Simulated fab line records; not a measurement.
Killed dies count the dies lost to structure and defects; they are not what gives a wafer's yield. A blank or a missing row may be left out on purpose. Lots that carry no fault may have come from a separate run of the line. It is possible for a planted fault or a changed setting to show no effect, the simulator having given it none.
Matching of chambers ; flow n5 finfet ; N5_MIM_TOP_LITHO_DESCUM_10 on rie diel-05 has 4 sister chambers
The step chemistry O2, time 7.9 s. 14 wafers are shown with their chamber, then 7 later ones without.

== WAFERS PAIRED WITH THEIR CHAMBERS ==
wafer;chamber;drypump motor current A (A);throttle valve pct (%);oes product au (a.u.)
L080.1;2;5.3;20.13;0.92
L080.3;0;5.1;20.17;0.70
L080.6;3;5.5;20.03;0.94
L088.1;3;5.4;20.07;0.90
L088.2;0;5.1;19.88;0.95
L088.6;2;5.3;20.15;0.87
L087.1;1;6.2;20.93;0.72
L087.2;2;5.3;20.16;0.88
L087.4;3;5.5;20.06;0.90
L089.1;1;6.2;20.95;0.71
L089.2;2;5.3;20.15;0.87
L089.6;2;5.3;20.17;0.87
L086.2;0;5.1;19.91;0.92
L086.4;1;6.2;20.91;0.72

SIGNATURES, as means of the wafers listed above
reading;chamber 0;chamber 1;chamber 2;chamber 3;scatter within a chamber
drypump motor current A;5.100;6.200;5.300;5.467;0.0258
throttle valve pct;19.9867;20.9300;20.1520;20.0533;0.0731
oes product au;0.8567;0.7167;0.8820;0.9133;0.0635
Rule: a wafer's distance from a chamber is the root of the sum, over the readings, of the square of ((its reading less the chamber's mean) divided by the reading's scatter). If the next closest chamber is less than 2 further off than the closest, the wafer can't be placed; otherwise it belongs to the closest. The scatter is the square root of a quotient: the sum, over the shown wafers, of each reading's squared deviation from its chamber's mean, divided by wafers minus chambers.

== WAFERS WHOSE CHAMBER IS MISSING ==
wafer;drypump motor current A (A);throttle valve pct (%);oes product au (a.u.)
L086.6;5.4;20.06;0.90
L091.1;5.2;20.16;0.86
L091.4;5.2;19.90;0.92
L091.5;5.2;20.16;0.86
L092.1;5.5;20.08;0.88
L092.3;6.2;20.94;0.71
L092.5;6.2;20.94;0.71

== EACH ONE'S CHAMBER ==
wafer;from the rows above;in truth
L086.6;can't be placed: 3 or 2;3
L091.1;can't be placed: 2 or 0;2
L091.4;can't be placed: 0 or 2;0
L091.5;can't be placed: 2 or 0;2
L092.1;3;3
L092.3;1;1
L092.5;1;1
Placed correctly: 3 of 7. These rows do not allow placing 4 (true chamber among the candidates in 4). Placed wrongly: 0.
